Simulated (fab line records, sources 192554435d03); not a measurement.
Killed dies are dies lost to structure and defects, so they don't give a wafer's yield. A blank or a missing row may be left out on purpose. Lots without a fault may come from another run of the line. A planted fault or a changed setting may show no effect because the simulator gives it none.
Split-lot experiment | flow n5_finfet | 7 lots, 21 wafers read, on a route of 1938 steps

THE SPLIT
At N5_HKMG_FIN_EXPOSE_09 (exposes mask NWFM), the setting dose_mj was moved away from the recipe's 39.25 on 3 of the 21 wafers read, by -4.5% to +5.3%. The other wafers ran this setting at the recipe's value.

FROM THE SPLIT TO THE READING: what the file shows between them, 2 steps
- N5_HKMG_FIN_PEB_10: peb time 60 s
- N5_HKMG_FIN_DEVELOP_11: develop time 30 s

THE READING
cd_nm, in nm, at N5_HKMG_FIN_CD_MEAS_12 (target cd 92.8 nm). Fault-free wafers of this fab line usually give 93.1 nm, standard deviation 0.62 nm.

wafer  | tool, chamber at the split | dose_mj as run | against the recipe | cd_nm, nm | against lot-mates on the recipe
L075.3 | arfi_scanner-02, 0         | 39.25          | recipe             | 93.2      | -
L075.4 | arfi_scanner-02, 0         | 41.32          | +5.3%              | 96.9      | +3.2
L075.5 | arfi_scanner-02, 0         | 39.25          | recipe             | 94.3      | -
L080.2 | arfi_scanner-01, 0         | 39.25          | recipe             | 93.0      | -
L080.4 | arfi_scanner-01, 0         | 39.25          | recipe             | 93.3      | -
L080.5 | arfi_scanner-01, 0         | 39.25          | recipe             | 93.1      | -
L082.1 | arfi_scanner-03, 0         | 39.25          | recipe             | 93.5      | -
L082.3 | arfi_scanner-03, 0         | 39.25          | recipe             | 93.7      | -
L082.4 | arfi_scanner-03, 0         | 39.25          | recipe             | 94.2      | -
L086.4 | arfi_scanner-02, 0         | 38.46          | -2.0%              | 91.1      | -1.6
L086.5 | arfi_scanner-02, 0         | 39.25          | recipe             | 92.9      | -
L086.6 | arfi_scanner-02, 0         | 39.25          | recipe             | 92.5      | -
L092.2 | arfi_scanner-01, 0         | 39.25          | recipe             | 92.9      | -
L092.4 | arfi_scanner-01, 0         | 39.25          | recipe             | 93.4      | -
L092.5 | arfi_scanner-01, 0         | 39.25          | recipe             | 92.0      | -
L096.3 | arfi_scanner-03, 0         | 39.25          | recipe             | 93.5      | -
L096.4 | arfi_scanner-03, 0         | 39.25          | recipe             | 93.4      | -
L096.5 | arfi_scanner-03, 0         | 39.25          | recipe             | 94.1      | -
L097.1 | arfi_scanner-01, 0         | 39.25          | recipe             | 92.8      | -
L097.3 | arfi_scanner-01, 0         | 39.25          | recipe             | 93.7      | -
L097.5 | arfi_scanner-01, 0         | 37.49          | -4.5%              | 90.1      | -3.2

THE FIT
A straight line over all 21 wafers: cd_nm changes by +0.726 nm for each +1% of dose_mj; r = +0.90; the points scatter about the line by 0.58 nm.
The same after taking each lot's own level away (the mean of its wafers on the recipe; 21 wafers): +0.652 nm for each +1%; r = +0.94; scatter 0.39 nm.
On that fit, the largest move of dose_mj shifts the reading by 3.4 nm.
The lots' own levels span 92.70 to 93.80 nm, that is 1.8 times the standard deviation above.
So the lot-to-lot level changes the slope: the two fits differ.
Check: with one of the wafers moved furthest among these (+5.3%) left out of the fit, the line predicts +3.78 nm for it against its lot-mates. It came out at +3.15 nm against them.

OTHER SPLITS ON THESE WAFERS
These wafers also went through other splits before the reading. Each is held against what the fit with the lots' levels taken away leaves over:
other split on the same wafers | wafers away from the commonest value | r with cd_nm (lot level and that fit taken away)
N5_SD_EPI_P_EPI_21 time_s      | 7                                    | +0.17
N5_SDB_COAT_03 spin_rpm        | 9                                    | +0.09
N5_SDB_EXPOSE_08 dose_mj       | 6                                    | -0.06

THE FILE'S OWN FIT
cd_nm changes by +0.654 nm for each +1% of dose_mj, r = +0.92.
